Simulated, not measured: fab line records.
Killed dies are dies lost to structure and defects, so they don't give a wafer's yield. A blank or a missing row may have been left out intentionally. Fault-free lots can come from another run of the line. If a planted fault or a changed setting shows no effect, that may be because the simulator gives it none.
Problem report, 8D (eight disciplines) form, completed by code ; flow n5_finfet ; the parts of the form that need people (team, actions taken, sign-off) are left out

## 1. THE PROBLEM
At N5_PMOS_HMC_CHANNEL_EPI_INSPECT_30, raw_defect_count averages 1215 over 6 wafers from 2 lots, while fault-free wafers read 20, standard deviation 6.6. That is +99 or more standard deviations from the usual mean.
The step: inspects for defects (darkfield).
Earliest sighting: wafer L878.2 on defect_inspect-02 at day 5 02:22. The record has a number at this step for 32 wafers belonging to 11 lots. Rule for "out" (also "out of limits"): further than 4 standard deviations from the usual mean. Any other wafer with a number is counted as sound.

## 2. WHAT IT IS AND WHAT IT IS NOT
question;is;is not
which readings at this step;raw_defect_count;-
which lots;L878, L882;L865, L866, L867, L868, L871, L873, L884, L885, L886
which wafers of those lots;all that have a number;-
read on which gauges;defect_inspect-02;defect_inspect-01
when;from day 5 02:22;"up to then (17 sound wafers); but 9 sound wafers of L884, L885, L886 came after"

## 3. SUSPECTS, AND WHAT RULES EACH OUT
Counting: a tool at any process step up to the reading remains a suspect when it ran all the lots that are out and ran no sound lot after the first of those.
- the gauge at N5_PMOS_HMC_CHANNEL_EPI_INSPECT_30: ruled out. All the wafers that are out were read on defect_inspect-02, but those of them that N5_FIN_SAQP_INSPECT_18 has rows for are out there too, on other tools.
- wet_bench-04 at N5_PMOS_HMC_CHANNEL_EPI_PRECLEAN_40 (cleans in DHF, time 30 s): kept. Every lot that is out went through it, starting with L878 (day 5 01:41), and after that it ran no sound lot; the last sound lot it ran before then is L871 (day 3 08:14).
The count leaves wet_bench-04 at N5_PMOS_HMC_CHANNEL_EPI_PRECLEAN_40.

## 4. THE CAUSE (what the simulator had put in)
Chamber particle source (wet_bench-04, N5_PMOS_HMC_CHANNEL_EPI_PRECLEAN_40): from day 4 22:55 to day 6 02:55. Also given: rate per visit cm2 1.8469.
This tool alone remained once counting was done.

## 5. THE EFFECT CHAIN, in route order
One row per reading whose mean, taken over the struck wafers that have a number, lies over 3 standard deviations from the usual. Scope: only readings with a usual standard deviation given in the record; hours: median across lots of the time from each lot's start at the first step in this table that gives one to its start at this step; sigmas: change in usual standard deviations.
hours;step;reading;usual;on struck wafers;change;sigmas
0;N5_PMOS_HMC_CHANNEL_EPI_INSPECT_30;raw_defect_count;20;1215;+1195;+99 or more
2;N5_FIN_SAQP_INSPECT_18;raw_defect_count;433;1731;+1298;+11
7;N5_FIN_SAQP_INSPECT_40;raw_defect_count;233;1388;+1154;+17
254;N5_PASSIVATION_PROBE_49;killed_at_front_end;39;156;+117;+9.8
254;N5_PASSIVATION_PROBE_49;killed_dies;100;203;+103;+6.0
Its process steps:
- N5_PASSIVATION_PROBE_49

## 6. HOW IT WOULD HAVE BEEN CAUGHT EARLIER
Counted from the fault's start at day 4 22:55, it took 3 hours until the first out-of-limits reading at a measuring or inspecting step in this record, taken at day 5 02:22.
Of the lots that are out (2), L882 began N5_PMOS_HMC_CHANNEL_EPI_PRECLEAN_40 on wet_bench-04 after day 5 02:22. Had the tool been put on hold then, it would have been spared.
